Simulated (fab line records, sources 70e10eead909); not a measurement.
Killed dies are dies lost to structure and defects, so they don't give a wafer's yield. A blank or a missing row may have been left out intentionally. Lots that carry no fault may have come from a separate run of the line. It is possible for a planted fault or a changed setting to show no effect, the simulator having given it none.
Matching of chambers :: flow nand-harc :: 3 sister chambers for NHARC_A_STAIRCASE_DEP_325 on pecvd-04
The step deposits SiO2, target thk 3800 nm. 16 wafers are shown with their chamber, then 8 later ones without.

WAFERS WITH THEIR CHAMBER
wafer: L076.2
chamber: 2
heater-power-w (W): 674

wafer: L076.4
chamber: 2
heater-power-w (W): 548

wafer: L076.6
chamber: 1
heater-power-w (W): 557

wafer: L079.1
chamber: 2
heater-power-w (W): 660

wafer: L079.2
chamber: 0
heater-power-w (W): 708

wafer: L079.4
chamber: 0
heater-power-w (W): 627

wafer: L081.1
chamber: 2
heater-power-w (W): 615

wafer: L081.4
chamber: 1
heater-power-w (W): 553

wafer: L081.6
chamber: 0
heater-power-w (W): 608

wafer: L084.2
chamber: 0
heater-power-w (W): 735

wafer: L084.3
chamber: 2
heater-power-w (W): 539

wafer: L084.5
chamber: 2
heater-power-w (W): 544

wafer: L086.1
chamber: 1
heater-power-w (W): 666

wafer: L086.3
chamber: 0
heater-power-w (W): 780

wafer: L086.6
chamber: 2
heater-power-w (W): 533

wafer: L089.1
chamber: 1
heater-power-w (W): 555

SIGNATURES, as means of the wafers listed above
reading: heater-power-w
chamber 0: 691.60
chamber 1: 582.75
chamber 2: 587.57
scatter within a chamber: 63.6
Rule: a wafer's distance from a chamber is the root of the sum, over the readings, of the square of ((its reading less the chamber's mean) divided by the reading's scatter). If the next closest chamber is less than 2 further off than the closest, the wafer can't be placed; otherwise it belongs to the closest. The scatter: the root of (the sum of the squares of (reading less its chamber's mean) over the shown wafers, divided by (wafers less chambers)).

WAFERS WITHOUT THEIR CHAMBER
wafer: L089.2
heater-power-w (W): 754

wafer: L089.5
heater-power-w (W): 625

wafer: L092.1
heater-power-w (W): 695

wafer: L092.2
heater-power-w (W): 580

wafer: L092.4
heater-power-w (W): 606

wafer: L095.1
heater-power-w (W): 765

wafer: L095.2
heater-power-w (W): 636

wafer: L095.3
heater-power-w (W): 556

THE CHAMBER EACH PASSED THROUGH
wafer: L089.2
from the rows above: can't be placed: 0 or 2 or 1
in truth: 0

wafer: L089.5
from the rows above: can't be placed: 2 or 1 or 0
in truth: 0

wafer: L092.1
from the rows above: can't be placed: 0 or 2 or 1
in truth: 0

wafer: L092.2
from the rows above: can't be placed: 1 or 2 or 0
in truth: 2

wafer: L092.4
from the rows above: can't be placed: 2 or 1 or 0
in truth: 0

wafer: L095.1
from the rows above: can't be placed: 0 or 2 or 1
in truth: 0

wafer: L095.2
from the rows above: can't be placed: 2 or 1 or 0
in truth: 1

wafer: L095.3
from the rows above: can't be placed: 1 or 2 or 0
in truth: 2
Correct placement for 0 of the 8. Cannot be placed on the basis of these rows: 8; the candidates contain the true chamber in 8. Placed wrongly: 0.
